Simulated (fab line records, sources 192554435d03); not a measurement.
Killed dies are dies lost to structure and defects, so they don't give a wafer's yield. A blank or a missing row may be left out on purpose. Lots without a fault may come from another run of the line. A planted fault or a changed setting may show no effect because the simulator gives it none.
fab line records | flow n5_finfet
record lots=5 wafers=14 last_day=19
route steps=1938 shown BEOL_M4@1099 BEOL_M5@1112 BEOL_M8@1377 BEOL_M15@1830 PASSIVATION@1936
lots that met no fault: from a run of the same line without faults
start_h: hours from the record's first day to the start of the lot's first wafer shown | wait_h: hours since the lot's step before | " the same as in the row above | L1.1+2: a row that stands for several wafers | - no value, or no start given | * or withheld: withheld | < > ~ a bound
route shown NAME@n: a module of which the file shows steps, and the number in the route of the first | usual: mean/standard deviation of fault-free wafers | same: alike in all rows | chamber/n: place in a boat | sites: the reading at each site | _std_site: their standard deviation | _edge_site: outer sites' mean less inner sites' | radius_mm: how far each site lies from the wafer's centre | mask NAME#n: copy n | behind: the tool/chamber that last shaped the wafer | hold: why the lot was held/for how many hours/how that ended | device: the transistor (n, p or np) that didn't switch | end of line: the same wafers' tests at the end of the route | a step without rows: its recipe alone | killed: dies lost to structure and defects at the first sort, not the wafer's yield | map: a wafer's dies, x killed, . not, _ none there
set.NAME: the setting as run; set.NAME@STEP: as run at that earlier step | model.NAME: the simulator's own value behind a step, which no gauge read
lots at some steps of the route; a table a step, a row a wafer
services: from which hour (start_h, from the record's first day; less than 0 if before it) a tool's chamber was out of use, for how many hours, and why
## steps
# step N5_BEOL_M4_ANNEAL_95
# recipe temp_c=400 time_s=240 ambient=vacuum
# step N5_BEOL_M4_SPUTTER_96
# recipe material=Cu target_thk_a=45 temp_c=-20 chamber_pressure_pa=0.07 power_w=withheld time_s=8.29
# step N5_BEOL_M4_ECD_50
# recipe material=Cu target_thk_a=3000
# step N5_BEOL_M4_ANNEAL_51
# recipe temp_c=225 time_s=90 ambient=N2
# step N5_BEOL_M4_CMP_52
# recipe stop_on=SiOC t_overpolish_s=6.8 down_force_psi=1 platen_rpm=50 clearing_platen_down_force_psi=1.5 clearing_platen_rpm=50 post_cmp_clean=cu_alkaline target_thk_nm=40 clearing_platen_pad_velocity_m_s=0.99484 pad_velocity_m_s=0.99484
# step N5_BEOL_M4_PRE_CLEAN_60
# recipe gas=NH3/H2 time_s=15 temp_c=* rf_power_w=300
# step N5_BEOL_M4_CO_CAP_55
# recipe material=Co target_thk_a=20 temp_c=200 precursor=CCTBA/H2 pressure_torr=30 time_s=102.1
# step N5_BEOL_M4_PRE_CLEAN_56
# recipe gas=NH3 time_s=15 temp_c=withheld rf_power_w=300
# step N5_BEOL_M4_DEP_57
# recipe material=SiCN target_thk_a=80 temp_c=withheld precursor=3MS/NH3 pressure_torr=3 rf_w=202 time_s=14
# step N5_BEOL_M4_RC_MEAS_101
# usual DIBL_N=36.5/2.2 DIBL_P=36.9/2.9 IOFF_N=0.17/0.044 IOFF_P=0.22/0.052 ION_N=671/16 ION_P=461/10 SS_N=71.6/0.73 SS_P=73.5/0.79 VT_N=250/4.1 VT_P=-250/4.1
# columns lot.wafer tool chamber start_h wait_h DIBL_N[mV/V] DIBL_P[mV/V] IOFF_N[nA/um] IOFF_P[nA/um] ION_N[uA/um] ION_P[uA/um] SS_N[mV/dec] SS_P[mV/dec] VT_N[mV] VT_P[mV]
L512.1 prober-01 0 219.30 0.0 36.7 36.2 0.15 0.24 670 463 71.5 73.9 251 -249
L512.4 " 0 " " 39.1 39.3 0.20 0.32 661 458 71.8 75.0 249 -242
L512.6 " 0 " " 34.9 33.4 0.14 0.20 643 453 71.3 73.4 252 -250
L522.1 prober-02 0 290.62 0.0 34.7 34.4 0.14 0.19 666 459 71.3 72.9 250 -249
L522.6 " 0 " " 34.5 36.3 0.13 0.22 645 454 70.6 73.6 253 -249
L524.2 prober-02 0 297.00 0.2 36.8 38.2 0.19 0.23 680 465 71.8 73.5 244 -248
L524.3 " 0 " " 37.6 38.7 0.19 0.23 680 464 71.8 73.1 246 -248
L524.4 " 0 " " 39.2 41.0 0.22 0.26 667 454 71.8 74.0 247 -247
L526.3 prober-02 0 318.53 0.3 41.2 40.4 0.23 0.27 689 464 72.2 74.5 246 -247
L526.5 " 0 " " 36.9 34.8 0.13 0.17 645 441 71.2 73.5 254 -253
L526.6 " 0 " " 38.1 36.7 0.14 0.20 657 452 71.9 73.2 254 -252
L528.1 prober-01 0 340.34 0.0 39.0 41.7 0.23 0.29 690 480 73.1 74.8 244 -245
L528.2 " 0 " " 36.1 36.9 0.15 0.20 665 458 72.1 73.8 252 -250
L528.6 " 0 " " 36.4 37.6 0.15 0.21 662 450 71.4 73.3 248 -250
# step N5_BEOL_M5_ILD_DEP_00
# recipe material=SiCOH_lowk target_thk_a=1406.4 temp_c=300 precursor=DEMS/porogen pressure_torr=5 rf_w=500 time_s=25.9
# step N5_BEOL_M5_CURE_79
# recipe temp_c=385 time_s=240 ambient=He/Ar material=SiCOH_lowk
# step N5_BEOL_M5_PECVD_70
# recipe material=SiO2 target_thk_a=160 temp_c=400 precursor=TEOS/O2 pressure_torr=5.5 rf_w=450 teos_flow_sccm=53.8 gas=O2 flow_sccm=3000 time_s=18
# step N5_BEOL_M5_HM_DEP_02
# recipe material=TiN target_thk_a=200 temp_c=25 chamber_pressure_pa=0.49996
# step N5_BEOL_M5_COAT_59
# recipe resist=SOC temp_c=250 time_s=60 spin_rpm=1500 resist_thk_nm=60
# step N5_BEOL_M5_COAT_60
# recipe resist=SiARC temp_c=220 time_s=60 spin_rpm=1500 resist_thk_nm=12
# step N5_BEOL_M5_COAT_71
# recipe resist=underlayer temp_c=205 time_s=60 spin_rpm=1500 resist_thk_nm=5
# step N5_BEOL_M5_COAT_05
# recipe resist=CAR-EUV spin_rpm=1500 resist_thk_nm=30
# step N5_BEOL_M5_EBR_07
# recipe solvent=PGMEA ebr_width_mm=1.5
# step N5_BEOL_M5_SOFTBAKE_06
# recipe temp_c=110 time_s=60 resist=CAR-EUV
# step N5_BEOL_M5_EXPOSE_08
# recipe mask_id=M5 na=0.33 source_shape=annular sigma_inner=0.4 sigma_outer=0.8 polarization=unpolarized target_cd_nm=28 dose_mj=35.75
# step N5_BEOL_M5_PEB_09
# recipe peb_temp_c=100 peb_time_s=60 resist=CAR-EUV
# step N5_BEOL_M5_DEVELOP_10
# recipe develop_time_s=30 developer=TMAH resist=CAR-EUV rinse_liquid=surfactant_rinse dry=air_spin dev_temp_c=23
# step N5_BEOL_M5_DESCUM_16
# recipe chemistry=O2 time_s=7 source_power_w=50 bias_power_w=20 pressure_mtorr=20 rf_frequency_hz=2.712e+07 temp_c=40 resist=CAR-EUV o2_flow_sccm=225
# step N5_BEOL_M5_ETCH_72
# recipe chemistry=N2/H2 target=underlayer target_depth_a=65 mask_material=CAR-EUV time_s=5.2 ion_energy_ev=200 pressure_mtorr=30 source_w=840 bias_w=150 n2_flow_sccm=200 h2_flow_sccm=200 ends=cleared
# step N5_BEOL_M5_ETCH_61
# recipe chemistry=CF4 target=SiARC target_depth_a=156 mask_material=CAR-EUV time_s=26 ion_energy_ev=80 pressure_mtorr=40 source_w=545 bias_w=36 Ar_flow_sccm=100 cf4_flow_sccm=100 ends=cleared
# step N5_BEOL_M5_ETCH_62
# recipe chemistry=N2/H2 target=SOC target_depth_a=750 overetch_a=150 mask_material=SiARC temp_c=40 time_s=112.5 ion_energy_ev=200 pressure_mtorr=30 source_w=840 bias_w=150 n2_flow_sccm=200 h2_flow_sccm=200
# step N5_BEOL_M5_STRIP_63
# recipe chemistry=N2/H2 temp_c=40 n2_flow_sccm=200 h2_flow_sccm=200 rf_frequency_hz=6e+07
# step N5_BEOL_M5_STRIP_73
# recipe chemistry=N2/H2 temp_c=40 n2_flow_sccm=200 h2_flow_sccm=200 rf_frequency_hz=6e+07
# step N5_BEOL_M5_STRIP_64
# recipe chemistry=CF4 resist=SiARC power_w=300 bias_power_w=75 pressure_mtorr=50 cf4_flow_sccm=150 rf_frequency_hz=6e+07
# step N5_BEOL_M5_HM_OPEN_17
# recipe chemistry=Cl2/BCl3 target_depth_a=200 overetch_a=60 target=TiN mask_material=SOC ion_energy_ev=150 pressure_mtorr=10 icp_w=1000 bias_w=126 Cl2_flow_sccm=53.25 bcl3_flow_sccm=21.75 Ar_flow_sccm=25
# step N5_BEOL_M5_STRIP_19
# recipe chemistry=O2 power_w=400 temp_c=40 pressure_mtorr=30 rf_frequency_hz=6e+07 bias_power_w=0 overash_fraction=0.2 o2_flow_sccm=225
# step N5_BEOL_M5_COAT_65
# recipe resist=SOC temp_c=250 time_s=60 spin_rpm=1500 resist_thk_nm=60
# step N5_BEOL_M5_COAT_66
# recipe resist=SiARC temp_c=220 time_s=60 spin_rpm=1500 resist_thk_nm=12
# step N5_BEOL_M8_TRENCH_ETCH_37
# recipe chemistry=C4F6/O2 target_depth_a=934.78 target=SiCOH_lowk time_s=31.2 ion_energy_ev=250 pressure_mtorr=30 source_w=345 bias_w=185 Ar_flow_sccm=300 C4F6_flow_sccm=10 O2_flow_sccm=10
# usual C4F6_flow_sccm=10.006/0.028 drypump_motor_current_A=5.7/0.55 oes_product_au=0.78/0.088 rf_vpp_V=651/16 showerhead_plenum_p_Torr=2.83/0.067 throttle_valve_pct=20.92/0.24
# columns lot.wafer tool chamber start_h wait_h C4F6_flow_sccm drypump_motor_current_A oes_product_au rf_hours_counter_h rf_vpp_V showerhead_plenum_p_Torr throttle_valve_pct model.etch.depth_nm model.BEOL_M8.feature_depth_nm model.TiN_of_BEOL_M8_HM_DEP_02.thk_nm
L512.1 rie_diel-05 0 253.85 - 9.989 6.3 0.76 150 639 2.75 20.93 92.6 92.6 17.8
L512.4 " 0 " " 9.999 6.3 0.76 - 640 2.75 20.94 92.84 92.8 18
L512.6 " 0 " " 10.032 6.3 0.75 - 639 2.75 20.94 92.07 92 18
L522.1 rie_diel-05 0 332.85 - 10.041 6.3 0.73 181 639 2.73 20.98 92.71 92.8 17.4
L522.6 " 0 " " 10.000 6.3 0.57 - 639 2.73 20.92 57.7 57.8 18.4
L524.2 rie_diel-05 0 341.04 - 9.981 6.3 0.73 187 639 2.73 21.01 93.77 93.8 17.6
L524.3 " 2 " " 10.020 5.9 0.59 115 628 2.76 20.77 56.26 56.2 18
L524.4 " 0 " " 10.014 6.3 0.73 - 640 2.73 20.99 93.87 93.8 17.2
L526.3 rie_diel-05 2 352.03 - 10.014 5.9 0.60 120 629 2.76 20.76 55.99 56 18.6
L526.5 " 0 " " 10.025 6.3 0.73 - 640 2.73 20.99 93.28 93.2 17.2
L526.6 " 2 " " 10.027 5.9 0.59 - 630 2.76 20.77 56.09 56 18
L528.1 rie_diel-02 1 378.61 - 9.996 5.8 0.70 211 664 2.83 21.34 91.23 91.2 17.2
L528.2 " 2 " " 10.007 5.1 0.99 9 656 2.91 20.77 97.08 97 17.2
L528.6 " 1 " " 10.035 5.8 0.70 - 663 2.83 21.34 91.37 91.4 17.2
# step N5_BEOL_M8_OCD_MEAS_38
# usual trench_depth_nm=92.2/2
# columns lot.wafer tool chamber start_h wait_h trench_depth_nm
L512.1 ocd-01 - 254.07 - 92.6
L512.4 " - " " 92.5
L512.6 " - " " 91.8
L522.1 ocd-01 - 333.07 - 92.8
L522.6 " - " " 58.0
L524.2 ocd-01 - 341.19 - 93.5
L524.3 " - " " 56.8
L524.4 " - " " 93.8
L526.3 ocd-01 - 352.19 - 56.0
L526.5 " - " " 93.5
L526.6 " - " " 56.3
L528.1 ocd-01 - 378.77 - 91.1
L528.2 " - " " 97.4
L528.6 " - " " 91.4
# step N5_BEOL_M8_CMP_52
# recipe stop_on=SiCOH_lowk t_overpolish_s=6.9 down_force_psi=1 platen_rpm=50 clearing_platen_down_force_psi=1.5 clearing_platen_rpm=50 post_cmp_clean=cu_alkaline target_thk_nm=80 clearing_platen_pad_velocity_m_s=0.99484 pad_velocity_m_s=0.99484
# usual clearing_platen_rpm=50.001/0.028 motor_current_A=5.8/0.58
# columns lot.wafer tool chamber start_h wait_h clearing_platen_rpm motor_current_A model.Cu_of_BEOL_M8_ECD_50.thk_nm
L512.1 cmp-02 3 256.19 0.3 49.994 5.7 78.8
L512.4 " 1 " " 50.021 5.4 79.2
L512.6 " 3 " " 50.000 6.0 78.2
L522.1 cmp-02 0 335.85 0.6 50.016 5.9 82
L522.6 " 2 " " 50.008 4.6 47
L524.4 cmp-03 3 343.24 0.1 50.011 5.5 81.4
L524.2 " 0 " " 49.943 5.6 78
L524.3 " 1 " " 50.035 6.7 43
L526.3 cmp-03 3 354.55 0.2 49.994 5.6 43.8
L526.6 " 3 " " 49.992 5.5 42.6
L526.5 " 0 " " 49.983 5.6 77.8
L528.1 cmp-04 3 382.45 0.3 49.972 5.9 75.2
L528.2 " 1 " " 50.029 6.6 84.2
L528.6 " 2 " " 50.034 5.6 76.2
# step N5_BEOL_M8_THK_MEAS_53
# recipe thk_meas_gauge=xrf reads=Cu_of_BEOL_M8_ECD_50
# usual M8_THK=79.5/2.5
# columns lot.wafer tool chamber start_h wait_h M8_THK[nm]
L512.1 film_metro-01 - 256.45 - 79.6
L512.4 " - " " 80.3
L512.6 " - " " 79.3
L522.1 film_metro-02 - 336.07 - 82.5
L522.6 " - " " 47.1
L524.2 film_metro-01 - 343.54 - 78.1
L524.3 " - " " 42.9
L524.4 " - " " 81.7
L526.3 film_metro-01 - 354.84 - 43.9
L526.5 " - " " 77.8
L526.6 " - " " 42.7
L528.1 film_metro-02 - 382.71 - 75.2
L528.2 " - " " 84.4
L528.6 " - " " 76.2
# step N5_BEOL_M8_RS_MEAS_57
# recipe thk_meas_gauge=four-point-probe reads=Cu_of_BEOL_M8_ECD_50+Co_of_BEOL_M8_CVD_78+TaN_of_BEOL_M8_ALD_77
# usual M8_RS=0.291/0.01
# columns lot.wafer tool chamber start_h wait_h M8_RS[ohm/sq]
L512.1 film_metro-02 - 256.58 0.1 0.291
L512.4 " - " " 0.289
L512.6 " - " " 0.293
L522.1 film_metro-01 - 336.21 0.1 0.277
L522.6 " - " " 0.546
L524.2 film_metro-01 - 343.67 0.1 0.294
L524.3 " - " " 0.613
L524.4 " - " " 0.280
L526.3 film_metro-02 - 354.97 0.1 0.597
L526.5 " - " " 0.295
L526.6 " - " " 0.619
L528.1 film_metro-02 - 382.85 0.1 0.307
L528.2 " - " " 0.269
L528.6 " - " " 0.303
# step N5_BEOL_M15_RC_MEAS_101
# usual COMB_M10=1.5e-11/3.1e-12 COMB_M11=1.5e-11/3.1e-12 COMB_M12=6.1e-12/1.4e-12 COMB_M13=4.5e-12/9.9e-13 COMB_M14=3.5e-12/8.8e-13 COMB_M15=2.1e-12/7.1e-13 COMB_M5=3.6e-11/7.6e-12 COMB_M6=2.4e-11/5.1e-12 COMB_M7=2.6e-11/5.7e-12 COMB_M9=1.42e-11/2.7e-12 SERP_M10=3.10/0.1 SERP_M11=3.07/0.1 SERP_M12=0.639/0.017 SERP_M13=0.305/0.0052 SERP_M14=0.162/0.0062 SERP_M14_max_site=0.164/0.0064 SERP_M5=37.5/2.1 SERP_M6=14.4/0.77 SERP_M7=13.7/0.64 SERP_M8=14.2/0.66 SERP_M8_max_site=14.8/0.71 SERP_M9=3.08/0.11
# columns lot.wafer tool chamber start_h wait_h COMB_M10[S/m] COMB_M11[S/m] COMB_M12[S/m] COMB_M13[S/m] COMB_M14[S/m] COMB_M15[S/m] COMB_M5[S/m] COMB_M6[S/m] COMB_M7[S/m] COMB_M9[S/m] SERP_M10[ohm/um] SERP_M11[ohm/um] SERP_M12[ohm/um] SERP_M13[ohm/um] SERP_M14[ohm/um] SERP_M14_max_site[ohm/um] SERP_M5[ohm/um] SERP_M6[ohm/um] SERP_M7[ohm/um] SERP_M8[ohm/um] SERP_M8_max_site[ohm/um] SERP_M9[ohm/um]
L512.1 prober-01 0 312.68 0.0 1.6e-11 1.6e-11 6.7e-12 4.5e-12 4.6e-12 2.8e-12 3.6e-11 2.4e-11 2.6e-11 1.32e-11 3.19 3.11 0.657 0.307 0.159 0.162 37.3 14.5 13.8 14.1 14.8 3.15
L512.4 " 0 " " 1.8e-11 1.4e-11 7.2e-12 5e-12 3.8e-12 1.8e-12 3.1e-11 3.4e-11 2.9e-11 1.52e-11 3.02 3.00 0.654 0.308 0.168 0.170 38.3 13.7 13.8 13.6 14.1 3.12
L512.6 " 0 " " 1.9e-11 1.2e-11 9.1e-12 4.6e-12 4.8e-12 3e-12 3.7e-11 2.8e-11 3e-11 1.74e-11 3.24 3.26 0.632 0.303 0.159 0.161 35.3 14.7 14.1 14.3 15.0 3.12
L522.1 prober-02 0 384.93 0.0 1.2e-11 9e-12 8.8e-12 4.3e-12 3.8e-12 1.5e-12 2.9e-11 4e-11 2.6e-11 1.01e-11 3.20 3.16 0.623 0.309 0.164 0.166 35.4 13.4 13.6 14.0 14.7 2.95
L522.6 " 0 " " 1.1e-11 1.5e-11 5.3e-12 3e-12 4.8e-12 1.9e-12 2.8e-11 2.9e-11 1.3e-11 1.24e-11 3.14 3.05 0.616 0.305 0.153 0.155 37.3 13.7 13.3 26.6 26.8 2.89
L524.2 prober-01 0 397.08 0.2 1.8e-11 9e-12 5.7e-12 4.8e-12 3.3e-12 3e-12 4.1e-11 1.9e-11 2.5e-11 1.49e-11 3.07 3.10 0.649 0.309 0.161 0.162 35.8 14.0 14.0 14.8 15.1 3.15
L524.3 " 0 " " 2.1e-11 1.6e-11 7e-12 4.3e-12 3.8e-12 2.4e-12 3.3e-11 1.7e-11 3.3e-11 1.15e-11 3.21 3.06 0.608 0.303 0.161 0.163 37.9 13.4 13.8 28.4 30.3 3.10
L524.4 " 0 " " 1.4e-11 1.3e-11 6.4e-12 4.1e-12 3.3e-12 2.4e-12 2.8e-11 1.9e-11 2.7e-11 1.69e-11 3.12 3.05 0.632 0.300 0.153 0.154 41.5 14.1 13.8 13.4 13.7 2.99
L526.3 prober-02 0 415.03 1.0 1.7e-11 1.6e-11 4.7e-12 3.9e-12 3.3e-12 2.2e-12 3.3e-11 2.5e-11 2.4e-11 1.42e-11 3.27 3.10 0.653 0.306 0.170 0.172 39.1 14.6 13.1 29.4 30.5 3.06
L526.5 " 0 " " 1.1e-11 1e-11 5.9e-12 3.1e-12 4.7e-12 2.7e-12 2.5e-11 1.8e-11 2.6e-11 1.21e-11 3.11 3.03 0.623 0.304 0.159 0.159 36.3 13.9 14.5 14.6 15.1 2.92
L526.6 " 0 " " 1.4e-11 1.5e-11 5.9e-12 2.8e-12 2.9e-12 2.6e-12 3.1e-11 2.4e-11 3.4e-11 1.71e-11 3.20 3.14 0.614 0.311 0.161 0.162 41.8 15.0 12.8 29.5 31.3 2.91
L528.1 prober-02 0 431.99 0.0 1.3e-11 2e-11 5.3e-12 5e-12 3.4e-12 1.6e-12 3.2e-11 2.4e-11 3.1e-11 1.42e-11 3.02 2.95 0.641 0.307 0.160 0.162 36.0 15.1 14.2 15.6 16.2 2.88
L528.2 " 0 " " 1.5e-11 1.6e-11 6.7e-12 4.7e-12 2.7e-12 1.3e-12 3.1e-11 2e-11 2.5e-11 1.6e-11 2.96 2.97 0.599 0.297 0.157 0.159 35.8 14.6 14.6 13.8 14.3 3.16
L528.6 " 0 " " 1.4e-11 1.8e-11 4.5e-12 6.2e-12 3.5e-12 1.9e-12 2.4e-11 2.7e-11 2e-11 1.06e-11 3.06 3.00 0.642 0.297 0.157 0.158 37.0 15.1 13.7 15.1 15.7 3.21
# sites SERP_M8 radius_mm=0,75,75,75,75,140,140,140,140
L512.1 13.8 14.1 13.8 14.1 14.0 13.9 14.8 14.3 14.4
L522.1 13.7 13.6 13.8 13.6 14.2 14.5 14.0 14.1 14.7
L524.2 14.3 15.1 14.8 14.0 14.9 14.6 15.0 14.1 15.1
L526.3 30.2 30.5 29.1 29.4 29.9 27.8 27.7 27.0 29.6
L528.1 15.5 16.2 15.6 15.7 15.6 15.2 15.3 14.8 15.8
# step N5_PASSIVATION_PROBE_49
# usual defect_limited_yield=91.3/1.4 killed_at_M0_to_M3=36/10 killed_at_M4_up=13/5.4 killed_at_contacts=12/5.3 killed_at_front_end=39/10 killed_at_other=3.2/2.7 killed_dies=103/16 killed_open=68/13 killed_short=33/6.6 sort_bin_5_function=5.1/0.92 sort_bin_6_memory=3.3/0.68 sort_bin_8_speed=0.1/0.41 sort_n_pass=1077/17
# same gross_dies=1180 killed_at_back_side=0 sort_bin_4_leakage[%]=0
# columns lot.wafer tool chamber start_h wait_h defect_limited_yield[%] killed_at_M0_to_M3 killed_at_M4_up killed_at_contacts killed_at_front_end killed_at_other killed_dies killed_open killed_short sort_bin_5_function[%] sort_bin_6_memory[%] sort_bin_8_speed[%] sort_n_pass
L512.1 prober-01 - 333.52 0.0 91.2 31 13 14 45 1 104 71 33 5.2 3.3 0 1076
L512.4 prober-01 - 333.67 0.2 93.0 15 14 8 44 2 83 50 32 4.1 2.4 0 1097
L512.6 prober-01 - 333.77 0.3 89.8 48 18 10 41 3 120 79 41 5.6 4.2 0.1 1059
L522.1 prober-01 - 402.36 0.0 91.9 36 8 17 34 0 95 55 38 4.4 3.3 0 1085
L522.6 prober-01 - 402.61 0.3 85.7 41 64 27 33 4 169 87 26 4.9 4.7 4.5 1011
L524.3 prober-02 - 412.24 0.1 83.9 57 92 10 28 3 190 66 35 5.3 2.6 7.0 990
L526.3 prober-01 - 430.82 0.1 83.0 28 135 5 32 1 201 43 34 4.5 1.9 10.4 979
L526.6 prober-01 - 430.97 0.3 81.2 33 135 11 40 3 222 56 28 4.3 2.6 10.7 958
# killed by level:class
L512.1 STI_FIN_REVEAL:geometric_particle:open=14 MOL_CONTACT_COAG:geometric_particle:open=12 BEOL_M0_SAQP:geometric_particle:open=9 FIN_SAQP:geometric_particle:short=8 FIN_SAQP:geometric_particle:open=7 BEOL_M0_SAQP:geometric_particle:short=7 BEOL_M3:geometric_particle:open=6 BEOL_M4:geometric_particle:open=5
L512.4 FIN_SAQP:geometric_particle:short=10 FIN_SAQP:geometric_particle:open=9 STI_FIN_REVEAL:geometric_particle:open=6 BEOL_M0_SAQP:geometric_particle:open=6 BEOL_M4:geometric_particle:open=6 DUMMY_GATE:geometric_particle:open=5 MOL_CONTACT_COAG:geometric_particle:open=5 BEOL_M5:geometric_particle:open=4
L512.6 BEOL_M0_SAQP:geometric_particle:short=13 BEOL_M0_SAQP:geometric_particle:open=12 FIN_SAQP:geometric_particle:open=11 FIN_SAQP:geometric_particle:short=10 BEOL_M2:geometric_particle:open=9 STI_FIN_REVEAL:geometric_particle:open=7 BEOL_M3:geometric_particle:open=7 BEOL_M4:geometric_particle:open=7
L522.1 MOL_CONTACT_COAG:geometric_particle:open=14 BEOL_M0_SAQP:geometric_particle:short=9 STI_FIN_REVEAL:geometric_particle:open=8 STI_FIN_REVEAL:geometric_particle:short=6 GATE_CUT:geometric_particle:short=6 BEOL_M0_SAQP:geometric_particle:open=6 BEOL_M3:geometric_particle:open=5 BEOL_M4:geometric_particle:open=5
L522.6 BEOL_M8:area_ecd=53 MOL_CONTACT_COAG:geometric_particle:open=23 BEOL_M1:geometric_particle:open=12 BEOL_M2:geometric_particle:open=11 STI_FIN_REVEAL:geometric_particle:open=7 BEOL_M0_SAQP:geometric_particle:open=6 BEOL_M4:geometric_particle:open=6 FIN_SAQP:geometric_particle:open=4
L524.3 BEOL_M8:area_ecd=83 BEOL_M2:geometric_particle:open=18 BEOL_M3:geometric_particle:open=12 BEOL_M0_SAQP:geometric_particle:short=9 MOL_CONTACT_COAG:geometric_particle:open=8 BEOL_M0_SAQP:geometric_particle:open=6 STI_FIN_REVEAL:geometric_particle:open=5 BEOL_M1:geometric_particle:open=4
L526.3 BEOL_M8:area_ecd=123 BEOL_M0_SAQP:geometric_particle:short=9 BEOL_M0_SAQP:geometric_particle:open=8 ILD0:geometric_particle:short=6 BEOL_M1:geometric_particle:open=6 FIN_SAQP:geometric_particle:open=5 GATE_CUT:geometric_particle:short=5 FIN_SAQP:geometric_particle:short=4
L526.6 BEOL_M8:area_ecd=126 HKMG_FIN:area_etch=11 MOL_CONTACT_COAG:geometric_particle:open=10 BEOL_M1:geometric_particle:open=10 BEOL_M0_SAQP:geometric_particle:short=9 STI_FIN_REVEAL:geometric_particle:open=7 ILD0:geometric_particle:open=6 BEOL_M0_SAQP:geometric_particle:open=6
# map L522.6 (x killed, . not)
_________________.x.....x...x________________
______________..............x..x_____________
___________...x.....x......x.......__________
__________.x...............x.....x.._________
________.....x.xx........x............_______
_______.x................x..x..x..x....______
______..............x..............x...._____
_____.........x..xx.x..x....x.....x..x.x.____
____....x...x..........x......x....x..xx..___
___...x.x.............x....x.....x..x...x..__
___.......xx...xx.........x...x...x........__
__...............x.x............x......x.x.._
__....x........x......x.x.....x...........x._
_.............xx............x.xx....x..x.....
_x.x..x.........x.....x.................x....
_x..x..........x........x..x...xx............
_.xxx.............xx.........................
_........................x.x..x.....x........
_.x.......x.x.....x.x............xx.x.......x
_......xx..x........x...x.........xx.........
_......x........xx...........................
__............x.....xx.........x...........x_
__.x....x..............x..x........x....x.x._
___.......................xxx...x....x..xx.__
___..x...............x....xx...............__
____..x.....x........................x....___
_____x.x..........x.............x........____
______.x.....x.x...........x.x..x..x...._____
_______.x.x....xx..............x.....x.______
________.....xx.....x................._______
__________.x..........x.x..x....x.x._________
___________.....x.x................__________
______________......x....x......_____________
_________________.......xx...________________
# map L524.3 (x killed, . not)
_________________...........x________________
______________.x........x......x_____________
___________...x.......x............__________
__________...................xxx...._________
________...x.x........................_______
_______.....x...........x..............______
______.x.....x....x.......x.....x......._____
_____...........x....x.x............x...x____
____x..x.xx...x...x...xxx.........x.x....x___
___......x........x....x..x.............x..__
___.........x..x.x........x.........xxx....__
__....x.x.............xx..........x.......x._
__..x.............x.......x.x..............._
_..x..x..................................x...
_......x.xxx...x................x............
_........x...x....x..................x..x....
_.x........xx.........x.......x.....x........
_.....x.........x.....x.x..........xx...x....
_.................x........x..x.x....x......x
_.....x..x.xx.......xx.x...x.x....x.x..x.....
_.xx......x.xxx.....x......x.......xx.x......
__..........x...x....x....x...x...x...x....._
__.................x...x.x..x............x.x_
___.............x..xxx............x....x...__
___xx......x...........xxx.x.......x....xx.__
____.x.x...x...x............x.............___
_____..x................x..x.x.......x...____
______........x.x...........x.x.....x..._____
_______.............x..x.......x.......______
________x..x...x.......xx...x.xxx....x_______
__________..x...x.xxxxx....x.....xx._________
___________...xx...x.xx...x......x.__________
______________......x......x..x._____________
_________________............________________
## services
# columns tool chamber start_h hours kind
rie_diel-05 1 231.51 7.3 repair
cmp-02 - 239.43 4.0 pm
cmp-03 - 240.10 2.5 repair
cmp-04 - 242.86 4.0 pm
cmp-02 - 243.43 - consumable_replace:conditioner
cmp-02 - 243.43 - consumable_replace:pad
cmp-04 - 246.86 - consumable_replace:conditioner
cmp-02 - 255.34 0.7 repair
rie_diel-02 0 271.52 9.9 repair
cmp-02 - 273.64 5.6 pm
cmp-03 - 275.77 1.4 repair
rie_diel-02 3 287.60 16.7 repair
cmp-03 - 289.77 4.0 pm
cmp-03 - 293.77 - consumable_replace:conditioner
cmp-03 - 293.77 - consumable_replace:pad
cmp-02 - 297.00 8.2 pm
cmp-03 - 300.11 0.2 repair
rie_diel-02 1 334.26 5.1 repair
cmp-03 - 336.12 6.8 pm
cmp-04 - 363.58 5.0 pm
cmp-02 - 374.37 0.7 repair
rie_diel-05 2 374.65 24.2 repair
cmp-02 - 378.84 1.1 repair
cmp-02 - 380.54 2.3 repair
## key
first_sign step=N5_BEOL_M8_TRENCH_ETCH_37 reading=oes_product_au direction=down sigmas=2.1 usual=0.78 struck=0.59
effect step=N5_BEOL_M8_OCD_MEAS_38 reading=trench_depth_nm direction=down sigmas=18 usual=92.2 struck=56.8
effect step=N5_BEOL_M8_THK_MEAS_53 reading=M8_THK direction=down sigmas=14 usual=79.5 struck=44.1
effect step=N5_BEOL_M8_RS_MEAS_57 reading=M8_RS direction=up sigmas=29 usual=0.291 struck=0.594
effect step=N5_BEOL_M15_RC_MEAS_101 reading=SERP_M8 direction=up sigmas=22 usual=14.2 struck=28.5
effect step=N5_PASSIVATION_PROBE_49 reading=sort_bin_8_speed direction=up sigmas=20 usual=0.1 struck=8.2
model_effect step=N5_BEOL_M8_TRENCH_ETCH_37 value=etch.depth_nm without=92.14 struck=56.51
model_effect step=N5_BEOL_M8_CMP_52 value=Cu_of_BEOL_M8_ECD_50.thk_nm without=79.7 struck=44.1
more_kills_born_at N5_BEOL_M8_ECD_50@ecd_cu-02=302 N5_BEOL_M8_ECD_50@ecd_cu-01=83
met_at N5_BEOL_M8_TRENCH_ETCH_37
struck_wafers L522.6,L524.3,L526.3,L526.6
baseline_loss step=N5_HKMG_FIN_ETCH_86 wafers=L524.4
onset_between 253.85 332.85
fault kind=process_parameter_drift tool=rie_diel-05 chamber=- onset_h=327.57 steps=N5_BEOL_M8_TRENCH_ETCH_37 channel=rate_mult offset=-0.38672 shape=step end_h=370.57 scope=struck_wafers_only
# baseline_loss: these wafers lose ten dies or more at that step, a loss of the line's own and not of a fault; the sort's usual values leave them out
